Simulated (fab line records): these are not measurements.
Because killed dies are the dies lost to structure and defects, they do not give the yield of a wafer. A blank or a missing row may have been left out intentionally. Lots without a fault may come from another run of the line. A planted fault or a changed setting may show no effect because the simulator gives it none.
Chamber matching || flow n5-finfet || N5_BEOL_M11_VIA_ETCH_34 on rie-diel-02: 4 sister chambers
The step etches SiCOH lowk in C4F6/O2, target depth 184.5 nm, time 69.2 s. 4 wafers are shown with their chamber, then 7 later ones without.

## WAFERS, EACH WITH ITS CHAMBER
{"wafer": "L083.5", "chamber": 0, "rf-vpp-V (V)": 684}
{"wafer": "L083.6", "chamber": 1, "rf-vpp-V (V)": 685}
{"wafer": "L087.1", "chamber": 2, "rf-vpp-V (V)": 640}
{"wafer": "L087.4", "chamber": 3, "rf-vpp-V (V)": 620}

## WAFERS WHOSE CHAMBER IS MISSING
{"wafer": "L087.6", "rf-vpp-V (V)": 620}
{"wafer": "L090.2", "rf-vpp-V (V)": 683}
{"wafer": "L090.5", "rf-vpp-V (V)": 684}
{"wafer": "L090.6", "rf-vpp-V (V)": 684}
{"wafer": "L097.1", "rf-vpp-V (V)": 619}
{"wafer": "L097.2", "rf-vpp-V (V)": 686}
{"wafer": "L097.6", "rf-vpp-V (V)": 620}

## CHAMBER TAKEN BY EACH
{"wafer": "L087.6", "from the rows above": 3, "in truth": 3}
{"wafer": "L090.2", "from the rows above": "can't be placed: 0 or 1", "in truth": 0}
{"wafer": "L090.5", "from the rows above": "can't be placed: 0 or 1", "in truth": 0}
{"wafer": "L090.6", "from the rows above": "can't be placed: 0 or 1", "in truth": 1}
{"wafer": "L097.1", "from the rows above": 3, "in truth": 3}
{"wafer": "L097.2", "from the rows above": "can't be placed: 1 or 0", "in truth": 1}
{"wafer": "L097.6", "from the rows above": 3, "in truth": 3}
Correct placement for 3 of the 7. Not placeable from these rows: 4 (in 4, the candidates include the true chamber). 0 placed wrongly.
How it was worked out, from the rows above alone: a wafer's distance from a chamber is the root of the sum, over the readings, of the square of ((its reading less the chamber's mean) divided by the reading's scatter). The wafer belongs to the nearest chamber; if the next one is less than 2 further off, it can't be placed. Each chamber's mean is taken over the wafers shown for it. The scatter (one wafer shown for each chamber): square how far every hidden wafer sits from the nearest shown wafer, average those squares and take the square root.
